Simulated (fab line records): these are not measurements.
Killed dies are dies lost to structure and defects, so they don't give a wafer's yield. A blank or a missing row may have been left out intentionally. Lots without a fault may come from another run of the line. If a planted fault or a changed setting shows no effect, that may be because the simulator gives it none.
Split-lot trial | flow n5 finfet | route with 1938 steps; 7 lots, 21 wafers read

## ON THE SPLIT
At N5_BEOL_M14_PEB_08 (peb time 90 s), the setting peb time s was moved away from the recipe's 90 s on 8 of the 21 wafers read, by +5.9% to +19.8%. This setting was run at the recipe's value on the other wafers.

## FROM THE SPLIT TO THE READING: what the file shows between them, 9 steps
- N5_BEOL_M14_DEVELOP_09: develop time 45 s
- N5_BEOL_M14_HARDBAKE_14: time 120 s
- N5_BEOL_M14_CD_MEAS_10: target cd 250 nm
- N5_BEOL_M14_DESCUM_15: chemistry O2, time 7.9 s
- N5_BEOL_M14_ETCH_59: etches BARC in N2/H2, target depth 89 nm, overetch 26.7 nm, time 67.9 s
- N5_BEOL_M14_VIA_ETCH_16: etches SiO2 in C4F8/O2/Ar, target depth 1231.3 nm
- N5_BEOL_M14_STRIP_63: strips in O2
- N5_BEOL_M14_STRIP_71: strips in post etch residue remover, time 60 s
- N5_BEOL_M14_SRD_72: time 30 s, dry time 30 s

## THE READING
cd nm (nm) at N5_BEOL_M14_CD_MEAS_17, where the cd target is 250 nm. Typical for fault-free wafers on this fab line: 249.2 nm, with standard deviation 1.9 nm.

wafer  | tool, chamber at the split | peb time s as run, s | against the recipe | cd nm, nm | against lot-mates on the recipe
L075.1 | litho track-05, 0          | 90                   | recipe             | 248.3     | -
L075.3 | litho track-05, 0          | 90                   | recipe             | 248.3     | -
L075.4 | litho track-05, 0          | 90                   | recipe             | 250.6     | -
L076.1 | litho track-02, 0          | 95.32                | +5.9%              | 250.1     | +4.2
L076.2 | litho track-02, 0          | 90                   | recipe             | 245.9     | -
L076.6 | litho track-02, 0          | 95.32                | +5.9%              | 249.0     | +3.1
L077.2 | litho track-03, 0          | 90                   | recipe             | 251.1     | -
L077.5 | litho track-03, 0          | 106.7                | +18.6%             | 255.8     | +5.0
L077.6 | litho track-03, 0          | 90                   | recipe             | 250.6     | -
L080.4 | litho track-03, 0          | 106.4                | +18.2%             | 254.9     | +7.3
L080.5 | litho track-03, 0          | 90                   | recipe             | 245.7     | -
L080.6 | litho track-03, 0          | 90                   | recipe             | 249.5     | -
L087.1 | litho track-05, 0          | 90                   | recipe             | 246.9     | -
L087.2 | litho track-05, 0          | 90                   | recipe             | 249.6     | -
L087.4 | litho track-05, 0          | 90                   | recipe             | 248.6     | -
L089.2 | litho track-03, 0          | 90                   | recipe             | 250.4     | -
L089.3 | litho track-03, 0          | 98.57                | +9.5%              | 250.6     | +0.2
L089.5 | litho track-03, 0          | 98.57                | +9.5%              | 250.2     | -0.2
L090.1 | litho track-02, 0          | 90                   | recipe             | 247.8     | -
L090.2 | litho track-02, 0          | 107.8                | +19.8%             | 254.4     | +6.6
L090.4 | litho track-02, 0          | 107.8                | +19.8%             | 256.3     | +8.5

FIT RESULTS
A straight line over all 21 wafers: cd nm changes by +0.333 nm for each +1% of peb time s; r = +0.85; the points scatter about the line by 1.6 nm.
The same after taking each lot's own level away (the mean of its wafers on the recipe; 21 wafers): +0.335 nm for each +1%; r = +0.86; scatter 1.6 nm.
Per that fit: largest peb time s move, reading shift of 6.6 nm.
Across the lots, their own levels run from 245.90 to 250.85 nm, a range of 2.6 times the standard deviation given above.
Consequently the slope shifts little with the lot-to-lot level, the two slopes agreeing.
Check: +6.56 nm against its lot-mates is what the line predicts for one of the wafers moved furthest among these (+19.8%) when that wafer is left out of the fit. It came out at +6.6 nm against them.

## THE OTHER SPLITS THESE WAFERS WENT THROUGH
Note: prior to the reading, these wafers also went through further splits. Each is held against what the fit with the lots' levels taken away leaves over:
other split on the same wafers    | wafers away from the commonest value | r with cd nm (lot level and that fit taken away)
N5_BEOL_M12_ETCH_68 time s        | 6                                    | -0.10
N5_BEOL_M12_TRENCH_ETCH_34 time s | 6                                    | +0.26
N5_BEOL_M14_COAT_58 spin rpm      | 9                                    | -0.24

## THE WHOLE CHAIN: every reading that the file lists as answering this split, in the file's order
step                   | what it does     | reading | change (the file's fit)               | r (the file's)
N5_BEOL_M14_CD_MEAS_10 | target cd 250 nm | cd nm   | +0.314 nm for each +1% of the setting | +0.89
N5_BEOL_M14_CD_MEAS_17 | target cd 250 nm | cd nm   | +0.33 nm for each +1% of the setting  | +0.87

## THE FILE'S OWN FIT
cd nm changes by +0.33 nm for each +1% of peb time s, r = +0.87.
